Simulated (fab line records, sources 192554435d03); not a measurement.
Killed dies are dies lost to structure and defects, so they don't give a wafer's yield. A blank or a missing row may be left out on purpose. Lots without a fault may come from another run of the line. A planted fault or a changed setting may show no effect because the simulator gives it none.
Split-lot experiment | flow n5_finfet | 7 lots, 21 wafers read, on a route of 1938 steps

THE SPLIT
At N5_BEOL_M15_COAT_22 (resist thk 800 nm), the setting spin_rpm was moved away from the recipe's 1704 rpm on 5 of the 21 wafers read, by -7.6% to +8.2%. The other wafers ran this setting at the recipe's value.

The reading is taken at the split's own step.

THE READING
coat_of_BEOL_M15_COAT_22.thk_nm (the simulator's own value, which no gauge read), in nm, at N5_BEOL_M15_COAT_22 (resist thk 800 nm). The file gives no usual value for it. The 16 wafers here that ran the recipe average 800.2 nm, standard deviation 2.3 nm.

wafer  | tool, chamber at the split | spin_rpm as run, rpm | against the recipe | coat_of_BEOL_M15_COAT_22.thk_nm, nm | against lot-mates on the recipe
L074.1 | litho_track-05, 0          | 1704                 | recipe             | 798                                 | -
L074.2 | litho_track-05, 0          | 1704                 | recipe             | 797.4                               | -
L074.3 | litho_track-05, 0          | 1704                 | recipe             | 802                                 | -
L078.1 | litho_track-01, 0          | 1704                 | recipe             | 799                                 | -
L078.3 | litho_track-01, 0          | 1704                 | recipe             | 798.8                               | -
L078.5 | litho_track-01, 0          | 1704                 | recipe             | 797                                 | -
L077.3 | litho_track-04, 0          | 1803                 | +5.8%              | 780.4                               | -24.2
L077.4 | litho_track-04, 0          | 1704                 | recipe             | 804.6                               | -
L077.5 | litho_track-04, 0          | 1803                 | +5.8%              | 782.8                               | -21.8
L080.1 | litho_track-05, 0          | 1704                 | recipe             | 804.8                               | -
L080.2 | litho_track-05, 0          | 1577                 | -7.5%              | 835.6                               | +31.4
L080.3 | litho_track-05, 0          | 1704                 | recipe             | 803.6                               | -
L084.4 | litho_track-05, 0          | 1704                 | recipe             | 799.6                               | -
L084.5 | litho_track-05, 0          | 1843                 | +8.2%              | 771                                 | -28.9
L084.6 | litho_track-05, 0          | 1704                 | recipe             | 800.2                               | -
L088.1 | litho_track-01, 0          | 1575                 | -7.6%              | 832.4                               | +32.9
L088.2 | litho_track-01, 0          | 1704                 | recipe             | 798.4                               | -
L088.5 | litho_track-01, 0          | 1704                 | recipe             | 800.6                               | -
L096.2 | litho_track-05, 0          | 1704                 | recipe             | 799.8                               | -
L096.3 | litho_track-05, 0          | 1704                 | recipe             | 801                                 | -
L096.6 | litho_track-05, 0          | 1704                 | recipe             | 798.8                               | -

THE FIT
A straight line over all 21 wafers: coat_of_BEOL_M15_COAT_22.thk_nm changes by -3.91 nm for each +1% of spin_rpm; r = -0.98; the points scatter about the line by 2.9 nm.
The same after taking each lot's own level away (the mean of its wafers on the recipe; 21 wafers): -4 nm for each +1%; r = -0.99; scatter 1.5 nm.
On that fit, the largest move of spin_rpm shifts the reading by 33 nm.
The lots' own levels span 798.27 to 804.60 nm, that is 2.7 times the standard deviation above.
So the lot-to-lot level changes the slope little: the two slopes agree.
Check: with one of the wafers moved furthest among these (+8.2%) left out of the fit, the line predicts -33.7 nm for it against its lot-mates. It came out at -28.9 nm against them.

OTHER SPLITS ON THESE WAFERS
These wafers also went through other splits before the reading. Each is held against what the fit with the lots' levels taken away leaves over:
other split on the same wafers    | wafers away from the commonest value | r with coat_of_BEOL_M15_COAT_22.thk_nm (lot level and that fit taken away)
N5_BEOL_M11_EXPOSE_08 dose_mj     | 5                                    | +0.15
N5_BEOL_M12_ETCH_68 time_s        | 5                                    | -0.17
N5_BEOL_M13_EXPOSE_07 dose_mj     | 8                                    | -0.07
N5_BEOL_M14_PEB_26 peb_temp_c     | 5                                    | +0.06
N5_BEOL_M14_TRENCH_ETCH_34 bias_w | 6                                    | -0.12

THE FILE'S OWN FIT
coat_of_BEOL_M15_COAT_22.thk_nm changes by -4 nm for each +1% of spin_rpm, r = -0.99.
